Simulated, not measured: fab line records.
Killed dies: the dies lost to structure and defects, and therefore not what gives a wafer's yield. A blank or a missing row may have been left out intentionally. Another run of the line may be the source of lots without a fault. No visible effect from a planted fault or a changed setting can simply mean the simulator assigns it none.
fab line records	flow n5Finfet
record: lots: 7	wafers: 39
route steps=1938 shown MOL_CONTACT_COAG@542 BEOL_M1@753
startH: start of the lot's first displayed wafer, in hours after the record's first day	waitH: hours from the lot's prior step to this one	" same as the row above	L1.1+2: a single row standing in for several wafers	- no value, or no start given	* or withheld: withheld	< > ~ a bound
route shown NAME@n: NAME is a module with steps in the file, n the number in the route of the first one	usual: the fault-free wafers' mean and standard deviation	same: alike in all rows	chamber/n: place in a boat	sites: the reading at each site	_std_site: standard deviation of those values	_edge_site: inner sites' mean taken away from outer sites' mean	radiusMm: for every site, how far away it sits from the centre of the wafer	mask NAME#n: copy n	behind: the last tool/chamber to shape the wafer	hold: the reason the lot was held/the length of the hold in hours/how it ended	device: transistor that didn't switch, given as n, p or np	end of line: the tests these same wafers got at the end of their route	a step given without rows: its recipe and nothing more	killed: count of dies lost to structure and defects at first sort (not the wafer's yield)	map: dies across one wafer; x = killed, . = not, _ = none there
set.NAME: the setting that was run; set.NAME@STEP: the one run at that earlier step	model.NAME: the simulator's own value behind a step, which no gauge read
one table per step and one row per wafer, for lots whose settings were changed on purpose
== steps ==
step: N5_MOL_CONTACT_COAG_PRECLEAN_111
recipe: chemistry: NF3:NH3	afsCycles: 1	tempC: 30	timeS: 20	sublimationTempC: 180	sublimationTimeS: 60	pressureTorr: 3	rfPowerW: 30
lot.wafer	tool	chamber	startH	waitH	set.timeS	model.SiNx_of_GATE_CUT_SAC_CAP_01.thkNm	model.SiNx_of_SPACER0_ALD_07.thkNm
L078.1+2+5+6	remotePlasma-02	0	113.49	0.2	20	20.4	1
L078.3	"	0	"	"	20	20.4	1.2
L078.4	"	0	"	"	20	20.2	1
L079.1	remotePlasma-02	1	119.71	0.5	20	20.2	1
L079.2+4	"	1	"	"	20	20.2	1.2
L079.3	"	1	"	"	28.05	20	0.8
L079.5+6	"	1	"	"	28.05	19.8	0.8
L086.1+3+4	remotePlasma-01	1	160.91	0.5	11.27	20.8	1.4
L086.2+6	"	1	"	"	20	20.4	1.2
L086.5	"	1	"	"	20	20.4	1
L087.1+4+5	remotePlasma-01	0	168.52	0.3	12.54	20.6	1.4
L087.2	"	0	"	"	20	20.2	1.2
L087.3	"	0	"	"	20	20.4	1.2
L087.6	"	0	"	"	20	20.2	1
L090.1+4	remotePlasma-01	1	188.54	1.0	20	20.2	1
L090.2	"	1	"	"	20	20.4	1
L093.1+5	remotePlasma-02	1	205.95	0.9	10.71	20.8	1.4
L093.2+4	"	1	"	"	20	20.2	1
L093.3	"	1	"	"	20	20.4	1
L093.6	"	1	"	"	10.71	20.6	1.4
L094.1	remotePlasma-01	1	211.16	0.6	20	20	1
L094.2+4	"	1	"	"	20	20.2	1
L094.3+5	"	1	"	"	20	20.2	1.2
L094.6	"	1	"	"	20	20.4	1
step: N5_MOL_CONTACT_COAG_TI_SIL_19
recipe: material: Ti	targetThkA: 42	tempC: 200	chamberPressurePa: 5	powerW: 5000	timeS: 15
step: N5_MOL_CONTACT_COAG_ALD_20
recipe: material: TiN	targetThkA: 15	tempC: 400	aldPrecursorFamily: TiCl4	aldCoReactant: NH3	pulseTimeS: 1	purgeTimeS: 3	coReactantPurgeTimeS: 2	coReactantPulseTimeS: 2	aldCycles: 68	pressureTorr: 3
step: N5_MOL_CONTACT_COAG_PRECLEAN_125
recipe: chemistry: DIW	timeS: 57.5	tempC: 23
step: N5_MOL_CONTACT_COAG_SRD_126
recipe: dryTimeS: 32	dry: n2Spin	spinRpm: 1500
step: N5_MOL_CONTACT_COAG_CMP_23
recipe: stopOn: SiO2	tOverpolishS: 1.5	postCmpClean: cuAlkaline	downForcePsi: 2	platenRpm: 50.289	padVelocityMS: 1.0006	targetThkNm: 0
lot.wafer	tool	chamber	startH	waitH	set.timeS@MOL_CONTACT_COAG_PRECLEAN_111	model.SiNx_of_GATE_CUT_SAC_CAP_01.thkNm
L078.1+2+3+5+6	cmp-03	1,2,3,1,2	117.44	0.1	20	18.4
L078.4	"	0	"	"	20	18.2
L079.3+5+6	cmp-03	3,3,0	124.54	0.0	28.05	17.8
L079.2+1+4	"	0,1,2	"	"	20	18.2
L086.1+4+3	cmp-02	3,0,1	166.12	0.0	11.27	18.6
L086.2+6+5	"	2,3,0	"	"	20	18.4
L087.1	cmp-02	0	173.37	0.0	12.54	18.4
L087.2+3+6	"	1,2,0	"	"	20	18.2
L087.4+5	"	3,1	"	"	12.54	18.6
L090.2+1+4	cmp-03	0,1,2	193.11	0.1	20	18.2
L093.1+6+5	cmp-01	3,3,0	211.77	0.0	10.71	18.6
L093.4+3+2	"	0,1,2	"	"	20	18.2
L094.2+3+4+5+6	cmp-01	2,0,1,2,3	216.91	0.0	20	18.2
L094.1	"	3	"	"	20	18
step: N5_MOL_CONTACT_COAG_WET_ETCH_26
recipe: target: Co	targetDepthNm: 13
lot.wafer	tool	chamber	startH	waitH	set.timeS@MOL_CONTACT_COAG_PRECLEAN_111	model.SiNx_of_GATE_CUT_SAC_CAP_01.thkNm
L078.1+2+3+4	wetBench-04	7,4,0,3	117.79	0.0	20	18.2
L078.5+6	"	1,2	"	"	20	18.4
L079.1+2+4	wetBench-05	6,7,4	124.89	0.0	20	18.2
L079.3+5+6	"	5,0,1	"	"	28.05	17.8
L086.1+3+4	wetBench-04	4,1,6	166.47	0.0	11.27	18.6
L086.2+5	"	3,2	"	"	20	18.4
L086.6	"	5	"	"	20	18.2
L087.1+5	wetBench-04	4,2	173.72	0.0	12.54	18.4
L087.2	"	3	"	"	20	18
L087.3+6	"	5,6	"	"	20	18.2
L087.4	"	1	"	"	12.54	18.6
L090.1+2+4	wetBench-04	6,5,0	193.46	0.0	20	18.2
L093.1+5+6	wetBench-03	2,1,6	212.12	0.0	10.71	18.6
L093.2+3+4	"	7,0,3	"	"	20	18.2
L094.1+2	wetBench-04	3,0	217.26	0.0	20	18
L094.3+4+5+6	"	6,7,1,2	"	"	20	18.2
step: N5_MOL_CONTACT_COAG_WET_ETCH_116
recipe: chemistry: SC1-inhibited	targetDepthNm: 4.6	dry: ipaMarangoni	rinseTimeS: 30	rinseTempC: 23
step: N5_MOL_CONTACT_COAG_ALD_27
recipe: material: SiOC	targetThkA: 170	tempC: 400	aldPrecursorFamily: carbosiloxane	aldCoReactant: H2-plasma	pulseTimeS: 1.5	timeS: 2720	purgeTimeS: 2	coReactantPurgeTimeS: 2	aldCycles: 340	pressureTorr: 2
step: N5_MOL_CONTACT_COAG_CMP_28
recipe: stopOn: SiNx	tOverpolishS: 0.85	postCmpClean: alkalineBrush	downForcePsi: 4.15	platenRpm: 51.8	padVelocityMS: 1.0307	targetThkNm: 14.522
step: N5_MOL_CONTACT_COAG_THK_MEAS_29
recipe: reads: SiNx_of_GATE_CUT_PECVD_57+SiNx_of_GATE_CUT_SAC_CAP_01
usual: MD_CAP_THK: 17.91/0.082
lot.wafer	tool	chamber	startH	waitH	set.timeS@MOL_CONTACT_COAG_PRECLEAN_111	MD_CAP_THK[nm]
L078.1	filmMetro-02	-	120.13	-	20	17.95
L078.2	"	-	"	"	20	18.03
L078.3	"	-	"	"	20	17.98
L078.4	"	-	"	"	20	17.82
L078.5	"	-	"	"	20	18.02
L078.6	"	-	"	"	20	18.02
L079.1	filmMetro-01	-	127.22	-	20	17.90
L079.2	"	-	"	"	20	17.81
L079.3	"	-	"	"	28.05	17.57
L079.4	"	-	"	"	20	17.82
L079.5	"	-	"	"	28.05	17.58
L079.6	"	-	"	"	28.05	17.54
L086.1	filmMetro-02	-	168.80	-	11.27	18.28
L086.2	"	-	"	"	20	18.08
L086.3	"	-	"	"	11.27	18.34
L086.4	"	-	"	"	11.27	18.27
L086.5	"	-	"	"	20	18.03
L086.6	"	-	"	"	20	18.01
L087.1	filmMetro-01	-	176.05	-	12.54	18.12
L087.2	"	-	"	"	20	17.78
L087.3	"	-	"	"	20	18.01
L087.4	"	-	"	"	12.54	18.22
L087.5	"	-	"	"	12.54	18.21
L087.6	"	-	"	"	20	17.86
L090.1	filmMetro-02	-	195.79	-	20	17.94
L090.2	"	-	"	"	20	17.93
L090.4	"	-	"	"	20	17.86
L093.1	filmMetro-02	-	214.54	-	10.71	18.25
L093.2	"	-	"	"	20	17.85
L093.3	"	-	"	"	20	17.85
L093.4	"	-	"	"	20	17.88
L093.5	"	-	"	"	10.71	18.32
L093.6	"	-	"	"	10.71	18.17
L094.1	filmMetro-01	-	219.60	-	20	17.72
L094.2	"	-	"	"	20	17.80
L094.3	"	-	"	"	20	17.80
L094.4	"	-	"	"	20	17.88
L094.5	"	-	"	"	20	17.78
L094.6	"	-	"	"	20	17.85
step: N5_MOL_CONTACT_COAG_ALD_123
recipe: material: SiNx	targetThkA: 50	tempC: 400	aldPrecursorFamily: SiH2I2	aldCoReactant: N2/H2-plasma	pulseTimeS: 1	purgeTimeS: 2	coReactantPurgeTimeS: 2	aldCycles: 100	pressureTorr: 2
step: N5_MOL_CONTACT_COAG_PECVD_31
recipe: material: SiO2	targetThkA: 460	tempC: 400	precursor: TEOS/O2	pressureTorr: 6.5	rfW: withheld	teosFlowSccm: withheld	gas: O2	flowSccm: 2650	timeS: 8.9
step: N5_MOL_CONTACT_COAG_VIA_ETCH_46
recipe: chemistry: C4F6/O2	targetDepthA: 460	overetchA: 92	maskMaterial: SOC	target: SiO2	biasW: 455	pressureMtorr: 10	timeS: 40	sourceW: 325	Ar_flow_sccm: 300	C4F6_flow_sccm: 10	O2_flow_sccm: 10	ionEnergyEv: 575.3	ends: endPoint
step: N5_MOL_CONTACT_COAG_STRIP_96
recipe: chemistry: N2/H2	powerW: 500	tempC: 40	pressureMtorr: 50	rfFrequencyHz: 6e+07	overashFraction: 0.3	biasPowerW: 28	h2Frac: 0.5	n2FlowSccm: 300	h2FlowSccm: 300
step: N5_MOL_CONTACT_COAG_ETCH_47
recipe: chemistry: CH3F/O2	target: SiNx	targetDepthA: 270	maskMaterial: SiO2	stopOn: W	overEtchFrac: 0.2	ionEnergyEv: 120	endpoint: OES-CN	pressureMtorr: 30	sourceW: 395	biasW: 73	Ar_flow_sccm: 150	CH3F_flow_sccm: 30	O2_flow_sccm: 20	ends: endPoint
lot.wafer	tool	chamber	startH	waitH	set.timeS@MOL_CONTACT_COAG_PRECLEAN_111	model.etch.depthNm	model.MOL_CONTACT_COAG.featureDepthNm
L078.1+3	rieDiel-03	0,2	122.20	0.0	20	17.97	18.6
L078.2	"	1	"	"	20	18	18.6
L078.4	"	3	"	"	20	17.81	18.4
L078.5	"	3	"	"	20	18.01	18.6
L078.6	"	0	"	"	20	18.02	18.6
L079.1	rieDiel-01	1	128.99	0.0	20	17.89	18.4
L079.2	"	0	"	"	20	17.87	18.4
L079.3	"	2	"	"	28.05	17.56	18.2
L079.4	"	3	"	"	20	17.85	18.4
L079.5	"	3	"	"	28.05	17.54	18.2
L079.6	"	2	"	"	28.05	17.52	18
L086.1	rieDiel-06	1	171.04	0.0	11.27	18.29	18.8
L086.2	"	2	"	"	20	18.04	18.6
L086.3	"	3	"	"	11.27	18.34	19
L086.4	"	0	"	"	11.27	18.26	18.8
L086.5	"	0	"	"	20	18.02	18.6
L086.6	"	3	"	"	20	18	18.6
L087.1	rieDiel-03	1	177.84	0.0	12.54	18.14	18.8
L087.2	"	0	"	"	20	17.8	18.4
L087.3	"	3	"	"	20	17.95	18.6
L087.4	"	3	"	"	12.54	18.23	18.8
L087.5	"	0	"	"	12.54	18.2	18.8
L087.6	"	1	"	"	20	17.89	18.4
L090.1	rieDiel-03	2	197.53	0.0	20	17.89	18.4
L090.2	"	0	"	"	20	17.92	18.4
L090.4	"	1	"	"	20	17.85	18.4
L093.1	rieDiel-01	2	216.25	0.0	10.71	18.27	18.8
L093.2	"	1	"	"	20	17.88	18.4
L093.3	"	0	"	"	20	17.93	18.6
L093.4	"	3	"	"	20	17.87	18.4
L093.5	"	1	"	"	10.71	18.31	19
L093.6	"	2	"	"	10.71	18.22	18.8
L094.1	rieDiel-01	1	221.61	0.0	20	17.7	18.2
L094.2	"	2	"	"	20	17.79	18.4
L094.3	"	0	"	"	20	17.83	18.4
L094.4	"	3	"	"	20	17.86	18.4
L094.5	"	1	"	"	20	17.81	18.4
L094.6	"	0	"	"	20	17.9	18.4
step: N5_BEOL_M1_PECVD_72
recipe: material: SiO2	targetThkA: 160	tempC: 400	precursor: TEOS/O2	pressureTorr: 5.5	rfW: 450	teosFlowSccm: 53.8	gas: O2	flowSccm: 3000	timeS: 18
lot.wafer	tool	chamber	startH	waitH	set.timeS	model.SiO2_of_BEOL_M1_PECVD_72.thkNm
L079.1	pecvd-03	0	161.59	0.0	18	15.8
L079.2+5	"	2,0	"	"	18	16
L079.3+4	"	1	"	"	11.87	10.6
L079.6	"	2	"	"	11.87	10.8
L078.1	pecvd-03	1	164.00	0.0	18	15.4
L078.2+3+5+6	"	2,0,1,2	"	"	18	15.8
L078.4	"	0	"	"	18	16
L086.1	pecvd-01	1	200.44	0.0	18	16.2
L086.2	"	2	"	"	14.66	13
L086.3	"	0	"	"	18	16
L086.4	"	2	"	"	14.66	13.2
L086.5	"	0	"	"	14.66	13.4
L086.6	"	1	"	"	18	16.4
L087.1	pecvd-02	0	203.26	0.0	18	16.2
L087.2+3	"	1,2	"	"	18	16
L087.4+5+6	"	1,0,2	"	"	18	16.4
L090.1	pecvd-01	1	220.06	0.0	18	16.2
L090.2	"	0	"	"	18	15.8
L090.4	"	0	"	"	18	16.4
L093.1+2	pecvd-02	1,0	237.41	0.0	18	15.8
L093.3	"	2	"	"	20.86	18.2
L093.4	"	1	"	"	18	16.2
L093.5	"	0	"	"	20.86	18.4
L093.6	"	2	"	"	20.86	18.6
L094.1	pecvd-03	0	243.09	0.0	7.621	6.4
L094.2	"	1	"	"	18	15.4
L094.3	"	0	"	"	18	15.8
L094.4+6	"	1,0	"	"	7.621	6.8
L094.5	"	1	"	"	18	15.6
step: N5_BEOL_M1_HM_DEP_02
recipe: material: TiN	targetThkA: 200	tempC: 25	chamberPressurePa: 0.49996
step: N5_BEOL_M1_COAT_61
recipe: resist: SOC	tempC: 250	timeS: 60	spinRpm: 1500	resistThkNm: 60
step: N5_BEOL_M1_STRIP_97
recipe: chemistry: N2/H2	timeS: 10	powerW: 450	tempC: 40	pressureMtorr: 20	rfFrequencyHz: 6e+07	biasPowerW: 7	n2FlowSccm: 200	h2FlowSccm: 200
step: N5_BEOL_M1_HM_STRIP_39
recipe: chemistry: peroxideTinStrip	material: TiN	targetDepthA: 250	tempC: 50	timeS: 158
lot.wafer	tool	chamber	startH	waitH	set.timeS@BEOL_M1_PECVD_72	model.SiO2_of_BEOL_M1_PECVD_72.thkNm
L079.1	wetBench-01	5	166.08	0.0	18	15.6
L079.2+5	"	1,4	"	"	18	15.8
L079.3+4	"	0,6	"	"	11.87	10.4
L079.6	"	7	"	"	11.87	10.6
L078.1	wetBench-02	0	170.46	0.0	18	15.4
L078.2+3+5	"	1,2,5	"	"	18	15.6
L078.4+6	"	7,6	"	"	18	15.8
L086.1+3	wetBench-06	1,3	203.12	0.0	18	16
L086.2	"	5	"	"	14.66	13
L086.4	"	2	"	"	14.66	13.2
L086.5	"	0	"	"	14.66	13.4
L086.6	"	4	"	"	18	16.2
L087.1	wetBench-02	7	220.86	0.0	18	16
L087.2+3	"	0,3	"	"	18	15.8
L087.4+6	"	1,2	"	"	18	16.2
L087.5	"	4	"	"	18	16.4
L090.1	wetBench-06	0	236.09	0.0	18	16
L090.2	"	6	"	"	18	15.8
L090.4	"	5	"	"	18	16.2
L093.1+2	wetBench-01	0,1	241.33	0.0	18	15.6
L093.3	"	5	"	"	20.86	18
L093.4	"	3	"	"	18	16
L093.5+6	"	4,2	"	"	20.86	18.4
L094.1	wetBench-02	6	247.61	0.0	7.621	6.4
L094.2	"	7	"	"	18	15.4
L094.3+5	"	4,3	"	"	18	15.6
L094.4+6	"	0,5	"	"	7.621	6.6
== key ==
split: step: N5_MOL_CONTACT_COAG_PRECLEAN_111	setting: timeS	stated: 20	by: wafer
response: step: N5_MOL_CONTACT_COAG_PRECLEAN_111	reading: model.SiNx_of_GATE_CUT_SAC_CAP_01.thkNm	change: -0.00919	per: 1%	r: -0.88
response: step: N5_MOL_CONTACT_COAG_PRECLEAN_111	reading: model.SiNx_of_SPACER0_ALD_07.thkNm	change: -0.00757	per: 1%	r: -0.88
response: step: N5_MOL_CONTACT_COAG_CMP_23	reading: model.SiNx_of_GATE_CUT_SAC_CAP_01.thkNm	change: -0.00789	per: 1%	r: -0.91
response: step: N5_MOL_CONTACT_COAG_WET_ETCH_26	reading: model.SiNx_of_GATE_CUT_SAC_CAP_01.thkNm	change: -0.00831	per: 1%	r: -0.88
response: step: N5_MOL_CONTACT_COAG_THK_MEAS_29	reading: MD_CAP_THK	change: -0.00729	per: 1%	r: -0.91
response: step: N5_MOL_CONTACT_COAG_ETCH_47	reading: model.etch.depthNm	change: -0.00769	per: 1%	r: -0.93
response: step: N5_MOL_CONTACT_COAG_ETCH_47	reading: model.MOL_CONTACT_COAG.featureDepthNm	change: -0.00755	per: 1%	r: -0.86
split: step: N5_BEOL_M1_PECVD_72	setting: timeS	stated: 18	by: wafer
response: step: N5_BEOL_M1_PECVD_72	reading: model.SiO2_of_BEOL_M1_PECVD_72.thkNm	change: +0.155	per: 1%	r: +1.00
response: step: N5_BEOL_M1_HM_STRIP_39	reading: model.SiO2_of_BEOL_M1_PECVD_72.thkNm	change: +0.156	per: 1%	r: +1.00
